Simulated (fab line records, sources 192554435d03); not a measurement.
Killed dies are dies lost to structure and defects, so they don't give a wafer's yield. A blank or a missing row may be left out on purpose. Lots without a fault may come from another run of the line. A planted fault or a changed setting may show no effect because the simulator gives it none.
Chamber matching | flow n5_finfet | N5_BEOL_M9_ILD_DEP_00 on pecvd-04: 3 sister chambers
The step deposits SiCOH lowk from DEMS/porogen, target thk 308.51 nm, time 58 s. 3 wafers are shown with their chamber, then 12 later ones without.

WAFERS WITH THEIR CHAMBER
wafer  | chamber | showerhead_plenum_p_Torr (Torr)
L086.5 | 2       | 5.729
L091.4 | 1       | 5.739
L091.6 | 0       | 5.719

WAFERS WITHOUT THEIR CHAMBER
wafer  | showerhead_plenum_p_Torr (Torr)
L090.1 | 5.749
L090.5 | 5.731
L090.6 | 5.760
L092.2 | 5.755
L092.5 | 5.757
L092.6 | 5.726
L095.1 | 5.739
L095.5 | 5.737
L095.6 | 5.759
L097.1 | 5.712
L097.4 | 5.729
L097.5 | 5.771

WHICH CHAMBER EACH WENT THROUGH
wafer  | from the rows above          | in truth
L090.1 | can't be placed: 1 or 2 or 0 | 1
L090.5 | can't be placed: 2 or 1 or 0 | 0
L090.6 | can't be placed: 1 or 2 or 0 | 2
L092.2 | can't be placed: 1 or 2 or 0 | 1
L092.5 | can't be placed: 1 or 2 or 0 | 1
L092.6 | can't be placed: 2 or 0 or 1 | 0
L095.1 | can't be placed: 1 or 2 or 0 | 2
L095.5 | can't be placed: 1 or 2 or 0 | 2
L095.6 | can't be placed: 1 or 2 or 0 | 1
L097.1 | can't be placed: 0 or 2 or 1 | 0
L097.4 | can't be placed: 2 or 0 or 1 | 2
L097.5 | can't be placed: 1 or 2 or 0 | 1
Placed correctly: 0 of 12. Can't be placed from these rows: 12 (the true chamber is among the candidates in 12). Placed wrongly: 0.
How it was worked out, from the rows above alone: a wafer's distance from a chamber is the root of the sum, over the readings, of the square of ((its reading less the chamber's mean) divided by the reading's scatter). The wafer belongs to the nearest chamber; if the next one is less than 2 further off, it can't be placed. A chamber's mean is the mean of its shown wafers. The scatter: with one shown wafer a chamber, the root of the mean of the squares of how far each hidden wafer lies from its nearest shown one.
